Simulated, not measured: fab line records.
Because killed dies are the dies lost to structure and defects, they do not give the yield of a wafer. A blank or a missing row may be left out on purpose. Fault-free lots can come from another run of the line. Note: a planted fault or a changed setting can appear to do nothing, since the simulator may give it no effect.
fab line records	flow nand_harc
record: lots: 5	wafers: 15	last_day: 33
route steps=1302 shown A_BLC@1120
lots with no fault: from the same line, run without faults
start_h: start of the lot's first displayed wafer, in hours after the record's first day	wait_h: hours elapsed since this lot's preceding step	" as in the row above	L1.1+2: several wafers, shown together as one row	- no value, or no start given	* or withheld: withheld	< > ~ a bound
route shown NAME@n: NAME is a module with steps in the file, n the number in the route of the first one	usual: mean and standard deviation over wafers with no fault	same: alike in all rows	chamber/n: place in a boat	sites: each site's reading	_std_site: standard deviation across them	_edge_site: the outer-site mean with the inner-site mean subtracted	radius_mm: how far each site lies from the wafer's centre	mask NAME#n: copy n	behind: the last tool/chamber to shape the wafer	hold: the reason the lot was held/the length of the hold in hours/how it ended	device: the n, p or np transistor that did not switch	end of line: the route-end tests of the same wafers	a step without rows: its recipe alone	killed: dies lost to structure and defects at the first sort, not the wafer's yield	map: dies across one wafer; x = killed, . = not, _ = none there
set.NAME: the setting that was run; set.NAME@STEP: the one run at that earlier step	model.NAME: the simulator's own value behind a step, which no gauge read
certain route steps with their lots: each step a table, each wafer a row
services: when a tool's chamber went out of use (start_h, in hours from the record's first day, below 0 if earlier), for how many hours, and the reason
== steps ==
step: NHARC_A_BLC_DESCUM_15
recipe: time_s: 3	o2_flow_sccm: 200	ar_flow_sccm: 0	bias_power_w: 0	chemistry: O2
usual: drypump_motor_current_A: 5.8/0.39	oes_product_au: 0.998/0.01	rf_vpp_V: 57.8/0.83	showerhead_plenum_p_Torr: 1.91/0.1	throttle_valve_pct: 11.312/0.0089
same: bias_power_w: 0	time_s: 3
lot.wafer	tool	chamber	start_h	wait_h	drypump_motor_current_A	oes_product_au	rf_hours_counter_h	rf_vpp_V	showerhead_plenum_p_Torr	throttle_valve_pct
L414.3	rie_diel-13	1	597.04	0.1	5.6	0.996	4	56.4	1.77	11.331
L414.1	"	0	"	"	6.1	0.991	4	58.1	2.06	11.309
L414.6	"	2	"	"	5.0	0.998	-	57.1	1.82	11.310
L413.4	rie_diel-13	0	603.74	0.1	6.1	0.989	4	57.2	2.06	11.316
L413.1	"	1	"	"	5.6	0.993	5	58.3	1.77	11.300
L413.6	"	0	"	"	6.2	1.002	-	59.9	2.06	11.320
L416.2	rie_diel-12	3	614.52	0.1	6.1	1.000	13	57.2	1.81	11.307
L416.3	"	0	"	"	6.1	1.009	12	58.2	1.97	11.312
L416.5	"	0	"	"	6.1	0.999	-	58.2	1.97	11.311
L425.4	rie_diel-07	0	697.18	0.1	6.2	1.003	11	56.2	1.79	11.309
L425.5	"	3	"	"	5.6	1.014	-	57.4	1.84	11.324
L425.6	"	0	"	"	6.2	0.991	-	57.4	1.79	11.323
L430.2	rie_diel-13	2	749.46	0.1	5.0	1.002	3	56.8	1.82	11.309
L430.5	"	2	"	"	5.0	1.006	-	58.0	1.82	11.310
L430.6	"	3	"	"	5.4	1.006	-	57.8	1.86	11.319
step: NHARC_A_BLC_ETCH_16
recipe: target_depth_a: 390	over_etch_frac: 0.3	time_s: 65	ion_energy_ev: 80	cf4_flow_sccm: 150	ar_flow_sccm: 0	rf_w: 300	bias_w: 100	chemistry: CF4
usual: drypump_motor_current_A: 5.8/0.38	oes_product_au: 0.997/0.0086	rf_vpp_V: 151.3/1.2	showerhead_plenum_p_Torr: 1.77/0.086	throttle_valve_pct: 13.285/0.01
same: time_s: 65
lot.wafer	tool	chamber	start_h	wait_h	drypump_motor_current_A	oes_product_au	rf_hours_counter_h	rf_vpp_V	showerhead_plenum_p_Torr	throttle_valve_pct
L414.3	rie_diel-13	2	597.14	0.1	5.0	0.991	4	150.2	1.69	13.298
L414.1	"	0	"	"	6.2	1.001	4	153.3	1.89	13.302
L414.6	"	1	"	"	5.6	0.989	-	149.7	1.65	13.295
L413.1	rie_diel-13	0	603.82	0.1	6.2	1.002	4	153.0	1.89	13.292
L413.4	"	2	"	"	5.0	0.996	4	150.1	1.69	13.289
L413.6	"	0	"	"	6.1	0.995	-	153.1	1.89	13.269
L416.3	rie_diel-12	1	614.61	0.1	5.8	0.999	13	152.0	1.84	13.279
L416.2	"	3	"	"	6.1	0.996	13	149.8	1.68	13.275
L416.5	"	0	"	"	6.1	1.011	-	151.9	1.82	13.285
L425.4	rie_diel-07	0	697.27	0.1	6.2	1.003	11	150.6	1.66	13.272
L425.5	"	2	"	"	5.7	1.014	-	151.1	1.84	13.281
L425.6	"	3	"	"	5.6	1.000	-	149.7	1.70	13.285
L430.2	rie_diel-13	2	749.54	0.1	5.0	0.997	3	149.8	1.69	13.275
L430.6	"	2	"	"	5.0	1.004	-	151.9	1.69	13.300
L430.5	"	3	"	"	5.4	1.012	-	151.6	1.72	13.291
step: NHARC_A_BLC_ETCH_17
recipe: target_depth_a: 3900	over_etch_frac: 0.25	time_s: 609.38	ion_energy_ev: 200	n2_flow_sccm: 150	h2_flow_sccm: 150	ar_flow_sccm: 0	rf_w: 400	bias_w: 150	chemistry: N2/H2
step: NHARC_A_BLC_ETCH_18
recipe: target_depth_a: 9100	c4f8_flow_sccm: 20	o2_flow_sccm: 10	ar_flow_sccm: withheld	rf_w: 600	bias_w: 1500	chemistry: C4F8/O2/Ar
step: NHARC_A_BLC_CD_MEAS_19
usual: cd_nm: 100.1/1.8
lot.wafer	tool	chamber	start_h	wait_h	cd_nm
L414.1	cd_sem-01	-	598.01	-	99.9
L414.3	"	-	"	"	101.1
L414.6	"	-	"	"	101.4
L413.1	cd_sem-02	-	604.70	-	96.6
L413.4	"	-	"	"	99.9
L413.6	"	-	"	"	97.2
L416.2	cd_sem-01	-	615.49	-	97.0
L416.3	"	-	"	"	99.5
L416.5	"	-	"	"	102.3
L425.4	cd_sem-02	-	698.15	-	100.8
L425.5	"	-	"	"	99.2
L425.6	"	-	"	"	102.2
L430.2	cd_sem-02	-	750.42	-	99.4
L430.5	"	-	"	"	101.7
L430.6	"	-	"	"	101.0
step: NHARC_A_BLC_STRIP_29
recipe: cf4_flow_sccm: 150	ar_flow_sccm: 0	bias_w: 0	chemistry: CF4
step: NHARC_A_BLC_STRIP_21
recipe: o2_flow_sccm: 500	ar_flow_sccm: 0	bias_w: 0	chemistry: O2
usual: drypump_motor_current_A: 5.9/0.35	oes_product_au: 0.998/0.009	rf_vpp_V: 57.7/0.85	showerhead_plenum_p_Torr: 3.55/0.17	throttle_valve_pct: 17.036/0.0078
lot.wafer	tool	chamber	start_h	wait_h	drypump_motor_current_A	oes_product_au	rf_hours_counter_h	rf_vpp_V	showerhead_plenum_p_Torr	throttle_valve_pct
L414.3	rie_diel-12	1	598.20	0.1	5.8	0.994	12	57.6	3.66	17.041
L414.1	"	3	"	"	6.1	1.001	12	58.3	3.35	17.041
L414.6	"	1	"	"	5.8	0.990	-	58.6	3.66	17.041
L413.1	rie_diel-13	3	604.88	0.1	5.4	0.986	4	57.2	3.43	17.032
L413.4	"	0	"	"	6.2	0.992	5	58.3	3.77	17.036
L413.6	"	3	"	"	5.4	0.988	-	56.5	3.43	17.043
L416.2	rie_diel-12	0	615.67	0.1	6.1	1.001	13	58.2	3.62	17.033
L416.3	"	1	"	"	5.8	1.013	13	57.3	3.66	17.038
L416.5	"	0	"	"	6.1	0.993	-	56.8	3.62	17.035
L425.4	rie_diel-12	2	698.34	0.1	5.8	1.009	4	59.5	3.72	17.039
L425.6	"	0	"	"	6.1	0.993	-	57.7	3.62	17.044
L425.5	"	1	"	"	5.8	0.989	-	57.5	3.66	17.038
L430.2	rie_diel-12	2	750.62	0.1	5.8	1.018	8	58.8	3.71	17.043
L430.5	"	0	"	"	6.1	0.999	-	58.3	3.62	17.045
L430.6	"	1	"	"	5.8	0.995	-	58.0	3.66	17.037
step: NHARC_A_BLC_STRIP_22
recipe: time_s: 600	temp_c: 30	chemistry: post_etch_residue_remover
step: NHARC_A_BLC_DEGAS_30
recipe: temp_c: 300	time_s: 60
usual: heater_power_w: 463/58	susceptor_temp_C: 299.97/0.16
same: time_s: 60
lot.wafer	tool	chamber	start_h	wait_h	heater_power_w	susceptor_temp_C
L414.1	pvd_sputter-03	-	598.63	-	453	299.86
L414.3	"	-	"	"	363	299.90
L414.6	"	-	"	"	463	300.12
L413.4	pvd_sputter-03	-	605.31	-	405	300.05
L413.1	"	-	"	"	455	299.98
L413.6	"	-	"	"	379	300.13
L416.2	pvd_sputter-02	-	616.09	-	446	-
L416.3	"	-	"	"	597	-
L416.5	"	-	"	"	483	-
L425.4	pvd_sputter-02	-	698.74	-	468	-
L425.5	"	-	"	"	473	-
L425.6	"	-	"	"	467	-
L430.2	pvd_sputter-01	-	751.05	-	464	-
L430.6	"	-	"	"	492	-
L430.5	"	-	"	"	387	-
step: NHARC_A_BLC_PRE_CLEAN_31
recipe: time_s: 15	bias_v: 250	gas: Ar
step: NHARC_A_BLC_PVD_32
recipe: target_thk_a: 50	chamber_pressure_pa: 5	power_w: 5000	substrate_temp_c: 200	time_s: 17.7	material: Ti
usual: throttle_valve_pct: 30.2/0.93
same: time_s: 17.7
lot.wafer	tool	chamber	start_h	wait_h	throttle_valve_pct
L414.1	pvd_sputter-03	-	-	-	27.2
L414.3	"	-	"	"	30.1
L414.6	"	-	"	"	30.7
L413.4	pvd_sputter-03	-	-	-	30.8
L413.1	"	-	"	"	27.2
L413.6	"	-	"	"	30.1
L416.3	pvd_sputter-02	-	-	-	30.2
L416.2	"	-	"	"	30.7
L416.5	"	-	"	"	30.5
L425.4	pvd_sputter-02	-	-	-	31.2
L425.6	"	-	"	"	31.4
L425.5	"	-	"	"	30.9
L430.2	pvd_sputter-01	-	-	-	29.4
L430.6	"	-	"	"	29.3
L430.5	"	-	"	"	29.5
step: NHARC_A_BLC_ALD_23
recipe: target_thk_a: 30	pulse_time_s: 1	ald_cycles: 150	temp_c: 450	material: TiN
step: NHARC_A_BLC_CVD_24
recipe: target_thk_a: 1500	temp_c: 300	pressure_torr: 40	wf6_flow_sccm: 40	h2_flow_sccm: 1600	ar_flow_sccm: 1560	time_s: 434	material: W
usual: heater_power_w: 496/17	susceptor_temp_C: 300.03/0.21	throttle_valve_pct: 8.15/0.2
lot.wafer	tool	chamber	start_h	wait_h	heater_power_w	susceptor_temp_C	throttle_valve_pct
L414.1	cvd_w-01	1	599.13	-	465	299.93	7.93
L414.3	"	1	"	"	462	299.83	8.10
L414.6	"	1	"	"	471	299.99	8.21
L413.1	cvd_w-01	1	605.82	-	472	300.07	8.17
L413.4	"	0	"	"	495	300.03	8.15
L413.6	"	1	"	"	467	300.12	7.90
L416.2	cvd_w-02	1	616.60	-	518	299.86	8.01
L416.3	"	0	"	"	502	299.78	7.82
L416.5	"	0	"	"	505	299.93	8.22
L425.4	cvd_w-02	1	699.33	-	508	-	8.24
L425.6	"	1	"	"	502	-	8.34
L425.5	"	0	"	"	497	-	8.00
L430.2	cvd_w-01	0	751.46	-	503	300.25	8.19
L430.5	"	0	"	"	503	300.19	8.19
L430.6	"	1	"	"	459	300.24	7.90
step: NHARC_A_BLC_CMP_25
recipe: t_overpolish_s: 30	target_thk_nm: 150
usual: motor_current_A: 11.6/1.3	overpolish_run_s: 30.001/0.0095	time_to_endpoint_s: 30.0/2
lot.wafer	tool	chamber	start_h	wait_h	motor_current_A	overpolish_run_s	time_to_endpoint_s
L414.3	cmp-04	3	599.58	0.2	9.2	29.993	28.3
L414.1	"	1	"	"	11.2	29.989	30.0
L414.6	"	0	"	"	12.9	30.006	30.2
L413.4	cmp-04	1	606.27	0.3	10.8	30.016	27.6
L413.1	"	3	"	"	10.1	30.005	31.6
L413.6	"	1	"	"	10.9	30.014	32.9
L416.2	cmp-01	3	617.08	0.4	11.6	30.003	33.1
L416.3	"	1	"	"	13.5	29.993	29.9
L416.5	"	3	"	"	11.9	30.002	31.8
L425.4	cmp-01	1	699.76	0.4	13.3	29.973	28.7
L425.6	"	3	"	"	11.4	30.003	28.1
L425.5	"	0	"	"	11.2	30.007	13.8
L430.2	cmp-01	0	752.07	0.5	11.0	30.016	30.8
L430.6	"	1	"	"	13.5	30.019	29.7
L430.5	"	2	"	"	11.5	30.002	28.2
== services ==
tool	chamber	start_h	hours	kind
cvd_w-02	-	579.29	1.5	repair
cmp-01	-	580.39	4.0	pm
pvd_sputter-01	-	582.00	10.0	pm
rie_diel-07	3	589.25	1.6	repair
rie_diel-12	-	591.26	2.0	repair
cmp-04	-	596.82	1.9	repair
cmp-04	-	601.00	4.0	pm
pvd_sputter-01	-	622.08	2.6	repair
rie_diel-12	-	622.69	9.0	pm
rie_diel-13	0	627.45	7.4	repair
cvd_w-02	1	627.84	2.6	repair
cvd_w-02	-	631.00	13.0	pm
pvd_sputter-02	-	638.00	10.0	pm
rie_diel-12	3	638.22	12.7	repair
pvd_sputter-03	-	658.95	2.5	repair
rie_diel-12	2	677.50	13.9	repair
rie_diel-12	1	678.13	6.6	repair
cmp-01	-	678.39	4.0	pm
rie_diel-13	1	679.26	9.6	repair
cmp-01	-	688.03	1.6	repair
rie_diel-13	2	688.12	7.1	repair
rie_diel-13	-	696.00	9.0	pm
pvd_sputter-03	-	715.23	10.0	pm
cvd_w-01	-	728.66	13.0	pm
== key ==
first_sign: step: NHARC_A_BLC_CMP_25	reading: time_to_endpoint_s	direction: down	sigmas: 8.1	usual: *	struck: *
effect none on later readings
met_at NHARC_A_BLC_CVD_24
struck_wafers L425.5
tester_left_out L425
onset_between 616.60 699.33
fault: kind: process_parameter_drift	tool: cvd_w-02	chamber: 0	onset_h: 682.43	steps: NHARC_A_BLC_CVD_24	channel: target_thk_a	offset: *	shape: step	end_h: 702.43	acts_in: *	stated: *
tester_left_out: of these lots the tester's yield and bins aren't shown, on N5 and GAA mostly nor the transistor test; their killed dies are dies lost to structure and defects alone, not to doping, threshold or leakage, so they don't give the yield
